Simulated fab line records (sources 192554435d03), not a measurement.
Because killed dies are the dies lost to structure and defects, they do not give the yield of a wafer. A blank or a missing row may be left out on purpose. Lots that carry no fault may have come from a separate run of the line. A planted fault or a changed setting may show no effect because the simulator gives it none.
fab line records    flow n5Finfet
record: lots: 5  wafers: 15  lastDay: 14
route steps=1938 shown PASSIVATION@1922 END@1938
lots with no fault: from the same line, run without faults
startH: start of the lot's first displayed wafer, in hours after the record's first day    waitH: time in hours since the lot's previous step    " as in the row above    L1.1+2: a single row standing in for several wafers    - no value, or no start given    * or withheld: withheld    < > ~ a bound
route shown NAME@n: a module of which the file shows steps, and the number in the route of the first    usual: mean/standard deviation taken from wafers without a fault    same: alike in all rows    chamber/n: place in a boat    sites: each site's reading    _std_site: the standard deviation of these    _edge_site: inner sites' mean taken away from outer sites' mean    radiusMm: for every site, how far away it sits from the centre of the wafer    mask NAME#n: copy n    behind: the last tool/chamber to shape the wafer    hold: what put the lot on hold/how long, in hours/how the hold closed    device: whichever transistor did not switch (one of n, p or np)    end of line: the route-end tests of the same wafers    for a step that has no rows: nothing shown but its recipe    killed: dies lost to structure and defects at the first sort, not the wafer's yield    map: per-die view of a wafer (x killed, . not killed, _ where there is no die)
set.NAME: the setting that was run; set.NAME@STEP: the one run at that earlier step    model.NAME: the simulator's own value behind a step, which no gauge read
certain route steps with their lots: each step a table, each wafer a row
services: the hour from which a tool's chamber was out of use, counted from the record's first day as startH (under 0 if before that day), plus the number of hours and why
== steps ==
step: N5_PASSIVATION_PEB_42
recipe: pebTempC: withheld  pebTimeS: *
lot.wafer   tool           chamber  startH  waitH
L076.3+5+6  lithoTrack-05  0        271.82  0.0
L079.1+3+6  lithoTrack-01  0        313.71  0.1
L087.2+4+6  lithoTrack-01  0        326.86  0.0
L084.1+4+5  lithoTrack-05  0        332.89  0.1
L081.2+4+6  lithoTrack-04  0        333.16  0.0
step: N5_PASSIVATION_DEVELOP_43
recipe: developTimeS: 60  rinseLiquid: diw  dry: airSpin  devTempC: 21
same: developTimeS: 60
lot.wafer   tool           chamber  startH  waitH
L076.3+5+6  lithoTrack-05  0        -       -
L079.1+3+6  lithoTrack-01  0        -       -
L087.2+4+6  lithoTrack-01  0        -       -
L084.1+4+5  lithoTrack-05  0        -       -
L081.2+4+6  lithoTrack-04  0        -       -
step: N5_PASSIVATION_HARDBAKE_45
recipe: tempC: 130  timeS: 120
lot.wafer   tool           chamber  startH  waitH
L076.3+5+6  lithoTrack-05  0        -       -
L079.1+3+6  lithoTrack-01  0        -       -
L087.2+4+6  lithoTrack-01  0        -       -
L084.1+4+5  lithoTrack-05  0        -       -
L081.2+4+6  lithoTrack-04  0        -       -
step: N5_PASSIVATION_CD_MEAS_44
recipe: targetCdNm: 40000  landingEnergyEv: 500  detector: seInlens
usual: cdNm: 40000/2.5
lot.wafer  tool      chamber  startH  waitH  cdNm
L076.3     cdSem-01  0        271.94  -      40000
L076.5     "         0        "       "      40002
L076.6     "         0        "       "      40001
L079.1     cdSem-02  0        313.83  -      40000
L079.3     "         0        "       "      40003
L079.6     "         0        "       "      40003
L087.2     cdSem-03  0        326.98  -      40001
L087.4     "         0        "       "      39999
L087.6     "         0        "       "      39997
L084.1     cdSem-01  0        333.01  -      40002
L084.4     "         0        "       "      40001
L084.5     "         0        "       "      39997
L081.2     cdSem-03  0        333.28  -      40002
L081.4     "         0        "       "      40004
L081.6     "         0        "       "      40002
step: N5_PASSIVATION_OVL_MEAS_66
recipe: pointsPerWafer: 44
usual: PASS_OPEN_OVL: -2/5.8
same: pointsPerWafer: 44
lot.wafer  tool        chamber  startH  waitH  PASS_OPEN_OVL[nm]
L076.3     overlay-01  0        271.97  0.0    1
L076.5     "           0        "       "      4
L076.6     "           0        "       "      -9
L079.1     overlay-01  0        313.86  0.0    -7
L079.3     "           0        "       "      -7
L079.6     "           0        "       "      6
L087.2     overlay-02  0        327.01  0.0    3
L087.4     "           0        "       "      -1
L087.6     "           0        "       "      5
L084.1     overlay-02  0        333.04  0.0    -10
L084.4     "           0        "       "      -3
L084.5     "           0        "       "      -6
L081.2     overlay-01  0        333.31  0.0    7
L081.4     "           0        "       "      5
L081.6     "           0        "       "      -3
step: N5_PASSIVATION_INSPECT_67
recipe: mode: adi  inspectInstrument: macro
usual: rawDefectCount: 2.1/1.4
lot.wafer  tool              chamber  startH  waitH  rawDefectCount
L076.3     defectInspect-02  -        271.99  0.0    4
L076.5     "                 -        "       "      2
L076.6     "                 -        "       "      2
L079.1     defectInspect-01  -        313.88  0.0    5
L079.3     "                 -        "       "      0
L079.6     "                 -        "       "      1
L087.2     defectInspect-02  -        327.04  0.0    2
L087.4     "                 -        "       "      2
L087.6     "                 -        "       "      0
L084.1     defectInspect-02  -        333.06  0.0    2
L084.4     "                 -        "       "      0
L084.5     "                 -        "       "      2
L081.2     defectInspect-01  -        333.33  0.0    2
L081.4     "                 -        "       "      1
L081.6     "                 -        "       "      4
step: N5_PASSIVATION_DESCUM_46
recipe: chemistry: O2  timeS: 7.9  sourcePowerW: 50  biasPowerW: 20  pressureMtorr: 20  rfFrequencyHz: 2.712e+07  tempC: 40  o2FlowSccm: 225
usual: biasPowerW: 20.01/0.06  drypumpMotorCurrentA: 5.8/0.36  oesProductAu: 0.80/0.083  rfVppV: 242.6/1.4  showerheadPlenumPTorr: 2.06/0.071  tempC: 40.01/0.11  throttleValvePct: 20.43/0.23
lot.wafer  tool        chamber  startH  waitH  biasPowerW  drypumpMotorCurrentA  oesProductAu  rfHoursCounterH  rfVppV  showerheadPlenumPTorr  tempC  throttleValvePct
L076.3     rieDiel-06  1        272.39  0.4    19.98       5.9                   0.72          198              244.3   2.08                   40.10  20.69
L076.5     "           2        "       "      19.94       5.9                   0.89          -                240.8   2.05                   40.04  20.10
L076.6     "           3        "       "      20.00       6.1                   0.73          -                242.8   2.00                   39.82  20.57
L079.1     rieDiel-06  0        314.15  0.3    19.91       5.8                   0.86          66               239.9   2.04                   40.08  20.40
L079.3     "           2        "       "      20.01       5.9                   0.87          60               242.0   2.05                   39.98  20.13
L079.6     "           3        "       "      20.05       6.2                   0.72          -                241.1   1.99                   40.06  20.59
L087.2     rieDiel-06  3        327.07  0.0    19.95       6.2                   0.71          214              242.1   1.99                   40.00  20.58
L087.4     "           0        "       "      20.17       5.8                   0.84          71               243.8   2.03                   40.07  20.39
L087.6     "           1        "       "      20.17       5.9                   0.70          -                242.9   2.07                   40.10  20.73
L084.1     rieDiel-06  2        333.10  0.0    20.02       5.9                   0.86          67               242.1   2.04                   40.03  20.13
L084.4     "           0        "       "      19.89       5.8                   0.84          73               241.3   2.03                   40.05  20.40
L084.5     "           2        "       "      20.00       5.9                   0.87          -                242.3   2.04                   40.08  20.14
L081.2     rieDiel-02  2        333.45  0.1    19.94       6.1                   0.69          238              244.2   2.15                   40.02  20.99
L081.4     "           2        "       "      20.05       6.2                   0.70          -                243.2   2.16                   39.96  20.99
L081.6     "           1        "       "      20.06       5.0                   0.68          -                240.7   1.97                   40.38  20.44
step: N5_PASSIVATION_PASS_ETCH_47
recipe: chemistry: CF4/O2  target: SiNx  targetDepthA: 7700  timeS: 385  ionEnergyEv: 100  pressureMtorr: 40  sourceW: 535  biasW: 49  Ar_flow_sccm: 100  cf4FlowSccm: 100  O2_flow_sccm: 10
usual: cf4FlowSccm: 99.99/0.29  drypumpMotorCurrentA: 5.8/0.36  oesProductAu: 0.80/0.08  rfVppV: 240.6/2.1  showerheadPlenumPTorr: 2.17/0.069  throttleValvePct: 15.88/0.24
lot.wafer  tool        chamber  startH  waitH  cf4FlowSccm  drypumpMotorCurrentA  oesProductAu  rfHoursCounterH  rfVppV  showerheadPlenumPTorr  throttleValvePct
L076.3     rieDiel-06  1        272.42  0.0    99.80        6.0                   0.71          198              242.8   2.19                   16.13
L076.5     "           2        "       "      100.55       5.9                   0.89          -                239.2   2.16                   15.45
L076.6     "           3        "       "      100.05       6.2                   0.74          -                239.4   2.11                   16.05
L079.1     rieDiel-06  0        314.19  0.0    99.98        5.8                   0.85          66               243.3   2.15                   15.83
L079.3     "           2        "       "      100.18       5.9                   0.86          60               238.6   2.15                   15.51
L079.6     "           3        "       "      99.75        6.2                   0.72          -                241.7   2.11                   16.06
L087.2     rieDiel-06  3        327.10  0.0    99.90        6.2                   0.72          215              240.7   2.11                   16.08
L087.4     "           0        "       "      99.84        5.8                   0.85          71               243.0   2.15                   15.83
L087.6     "           1        "       "      100.31       6.0                   0.70          -                242.1   2.18                   16.16
L084.1     rieDiel-06  2        333.13  0.0    99.85        5.9                   0.86          67               239.5   2.15                   15.51
L084.4     "           0        "       "      100.09       5.8                   0.85          73               244.3   2.15                   15.85
L084.5     "           2        "       "      100.03       5.9                   0.86          -                239.5   2.15                   15.51
L081.2     rieDiel-02  2        333.48  0.0    99.94        6.2                   0.71          238              244.4   2.26                   16.42
L081.4     "           2        "       "      99.77        6.2                   0.71          -                244.2   2.26                   16.40
L081.6     "           1        "       "      99.98        5.0                   0.69          -                238.7   2.10                   16.01
step: N5_PASSIVATION_ETCH_54
recipe: chemistry: CHF3/O2  target: SiO2  targetDepthA: 8800  CHF3_flow_sccm: 50  O2_flow_sccm: 5  Ar_flow_sccm: 200  timeS: 440  maskMaterial: PR  pressureMtorr: 30  sourceW: 650  biasW: 170  ionEnergyEv: 200
usual: drypumpMotorCurrentA: 5.8/0.36  oesProductAu: 0.80/0.08  rfVppV: 523/4.5  showerheadPlenumPTorr: 2.37/0.076  throttleValvePct: 18.81/0.23
lot.wafer  tool        chamber  startH  waitH  drypumpMotorCurrentA  oesProductAu  rfHoursCounterH  rfVppV  showerheadPlenumPTorr  throttleValvePct
L076.3     rieDiel-06  1        272.65  0.1    6.0                   0.72          198              529     2.39                   19.02
L076.5     "           2        "       "      5.9                   0.88          -                522     2.36                   18.44
L076.6     "           3        "       "      6.2                   0.73          -                525     2.31                   18.97
L079.1     rieDiel-06  0        314.42  0.1    5.8                   0.86          67               527     2.34                   18.73
L079.3     "           2        "       "      5.9                   0.86          61               521     2.35                   18.46
L079.6     "           3        "       "      6.2                   0.72          -                524     2.30                   19.00
L087.2     rieDiel-06  3        327.33  0.1    6.1                   0.73          215              524     2.30                   19.00
L087.4     "           0        "       "      5.8                   0.85          71               527     2.34                   18.73
L087.6     "           1        "       "      6.0                   0.71          -                528     2.38                   19.08
L084.1     rieDiel-06  2        333.36  0.1    5.9                   0.85          67               522     2.35                   18.48
L084.4     "           0        "       "      5.8                   0.85          73               527     2.34                   18.73
L084.5     "           2        "       "      5.9                   0.86          -                522     2.35                   18.48
L081.2     rieDiel-02  2        333.71  0.1    6.2                   0.71          239              534     2.47                   19.33
L081.4     "           2        "       "      6.2                   0.71          -                531     2.47                   19.33
L081.6     "           1        "       "      5.0                   0.69          -                519     2.29                   18.92
step: N5_PASSIVATION_STRIP_48
recipe: chemistry: O2  powerW: 600  tempC: 60  pressureMtorr: 30  rfFrequencyHz: 6e+07  biasPowerW: 0  overashFraction: 0.5  o2FlowSccm: 225
usual: drypumpMotorCurrentA: 5.8/0.36  oesProductAu: 0.80/0.088  rfVppV: 3.5/2.2  showerheadPlenumPTorr: 2.06/0.071  tempC: 59.97/0.13  throttleValvePct: 16.67/0.24
same: biasPowerW: 0
lot.wafer  tool        chamber  startH  waitH  drypumpMotorCurrentA  oesProductAu  rfHoursCounterH  rfVppV  showerheadPlenumPTorr  tempC  throttleValvePct
L076.3     rieDiel-06  1        272.94  0.1    6.0                   0.72          198              0       2.08                   60.10  16.81
L076.5     "           2        "       "      5.9                   0.90          -                2.8     2.06                   60.16  16.38
L076.6     "           3        "       "      6.1                   0.69          -                4.7     2.00                   59.79  16.86
L079.1     rieDiel-06  0        314.70  0.1    5.8                   0.86          67               3.7     2.04                   59.81  16.64
L079.3     "           2        "       "      5.9                   0.87          61               4.4     2.05                   59.95  16.34
L079.6     "           3        "       "      6.2                   0.72          -                5.7     2.00                   60.09  16.80
L087.2     rieDiel-06  3        327.62  0.1    6.2                   0.71          215              7.9     1.99                   60.16  16.84
L087.4     "           0        "       "      5.8                   0.86          71               2.5     2.04                   60.02  16.60
L087.6     "           1        "       "      5.9                   0.71          -                1.3     2.07                   59.88  17.00
L084.1     rieDiel-06  2        333.65  0.1    5.9                   0.87          68               7.0     2.05                   59.85  16.35
L084.4     "           0        "       "      5.8                   0.84          73               5.4     2.04                   59.81  16.62
L084.5     "           2        "       "      5.9                   0.86          -                0.9     2.05                   60.01  16.32
L081.2     rieDiel-02  2        334.00  0.1    6.1                   0.70          239              5.5     2.16                   60.05  17.23
L081.4     "           2        "       "      6.2                   0.70          -                5.3     2.16                   59.95  17.29
L081.6     "           1        "       "      5.0                   0.69          -                2.6     1.98                   59.90  16.72
step: N5_PASSIVATION_STRIP_52
recipe: chemistry: postEtchResidueRemover  timeS: 1200  tempC: 72.5
usual: tempC: 72.51/0.12
lot.wafer  tool         chamber  startH  waitH  tempC
L076.3     wetBench-03  0        273.01  -      72.22
L076.5     "            5        "       "      72.48
L076.6     "            2        "       "      72.62
L079.1     wetBench-01  4        314.77  -      72.23
L079.3     "            5        "       "      72.50
L079.6     "            3        "       "      72.52
L087.2     wetBench-01  7        327.69  -      72.26
L087.4     "            5        "       "      72.60
L087.6     "            4        "       "      72.57
L084.1     wetBench-05  3        333.72  -      72.32
L084.4     "            1        "       "      72.45
L084.5     "            4        "       "      72.36
L081.2     wetBench-03  7        334.07  -      72.64
L081.4     "            3        "       "      72.61
L081.6     "            2        "       "      72.43
step: N5_PASSIVATION_CLEAN_71
recipe: chemistry: IPA  timeS: 180  tempC: 25
usual: tempC: 25.00/0.11
lot.wafer  tool         chamber  startH  waitH  tempC
L076.3     wetBench-03  0        273.37  0.0    25.15
L076.5     "            5        "       "      24.92
L076.6     "            2        "       "      24.81
L079.1     wetBench-01  4        315.14  0.0    24.94
L079.3     "            5        "       "      24.94
L079.6     "            3        "       "      24.94
L087.2     wetBench-01  7        328.09  0.0    24.95
L087.4     "            5        "       "      25.08
L087.6     "            4        "       "      24.95
L084.1     wetBench-05  3        334.05  0.0    24.88
L084.4     "            1        "       "      24.93
L084.5     "            4        "       "      25.05
L081.2     wetBench-03  7        334.41  0.0    25.24
L081.4     "            3        "       "      25.02
L081.6     "            2        "       "      25.03
step: N5_PASSIVATION_SRD_72
recipe: dry: ipaMarangoni  timeS: 30  tempC: 23  rinseLiquid: diw
usual: tempC: 22.99/0.1
lot.wafer  tool         chamber  startH  waitH  tempC
L076.3     wetBench-03  0        273.42  0.0    22.84
L076.5     "            5        "       "      22.92
L076.6     "            2        "       "      22.88
L079.1     wetBench-01  4        315.19  0.0    23.06
L079.3     "            5        "       "      23.10
L079.6     "            3        "       "      23.00
L087.2     wetBench-01  7        328.15  0.0    22.97
L087.4     "            5        "       "      23.19
L087.6     "            4        "       "      22.93
L084.1     wetBench-05  3        334.10  0.0    23.13
L084.4     "            1        "       "      23.02
L084.5     "            4        "       "      22.85
L081.2     wetBench-03  7        334.46  0.0    23.06
L081.4     "            3        "       "      22.94
L081.6     "            2        "       "      23.03
step: N5_PASSIVATION_ANNEAL_56
recipe: tempC: 400  timeS: 1800  ambient: FGA  idleTempC: 300  rampUpCPerMin: 5  rampDownCPerMin: 3
usual: spikeTcUpperC: 399.8/1.4
lot.wafer  tool        chamber  startH  waitH  spikeTcUpperC
L076.3     furnace-03  0        273.47  0.0    399.4
L076.5     "           0        "       "      398.8
L076.6     "           0        "       "      400.6
L079.1     furnace-01  0        315.24  0.0    398.9
L079.3     "           0        "       "      401.1
L079.6     "           0        "       "      402.0
L087.2     furnace-03  0        328.20  0.0    400.7
L087.4     "           0        "       "      398.8
L087.6     "           0        "       "      399.7
L084.1     furnace-03  0        334.14  0.0    398.6
L084.4     "           0        "       "      396.6
L084.5     "           0        "       "      398.3
L081.2     furnace-02  0        334.50  0.0    398.6
L081.4     "           0        "       "      399.1
L081.6     "           0        "       "      397.5
step: N5_PASSIVATION_INSPECT_57
recipe: inspectInstrument: macro  mode: outgoing
usual: rawDefectCount: 2.0/1.4
lot.wafer  tool              chamber  startH  waitH  rawDefectCount
L076.3     defectInspect-01  -        275.82  0.0    4
L076.5     "                 -        "       "      3
L076.6     "                 -        "       "      2
L079.1     defectInspect-02  -        318.28  0.0    7
L079.3     "                 -        "       "      4
L079.6     "                 -        "       "      2
L087.2     defectInspect-01  -        330.55  0.0    3
L087.4     "                 -        "       "      0
L087.6     "                 -        "       "      4
L084.1     defectInspect-01  -        336.49  0.0    2
L084.4     "                 -        "       "      4
L084.5     "                 -        "       "      0
L081.2     defectInspect-02  -        336.85  0.0    0
L081.4     "                 -        "       "      4
L081.6     "                 -        "       "      1
== services ==
tool        chamber  startH  hours  kind
rieDiel-06  1        249.84  9.5    repair
rieDiel-06  0        274.73  1.6    repair
rieDiel-06  0        276.83  7.2    repair
rieDiel-02  0        286.55  12.4   repair
furnace-03  -        287.25  13.7   repair
rieDiel-02  -        320.74  3.6    repair
rieDiel-02  3        326.28  -      clean
rieDiel-02  3        326.28  -      consumableReplace:focusRing
rieDiel-02  3        326.28  -      consumableReplace:showerhead
rieDiel-02  3        326.28  17.4   scheduledDown
rieDiel-02  3        326.28  17.4   ventCycle
rieDiel-02  2        328.81  3.2    repair
== key ==
fault none
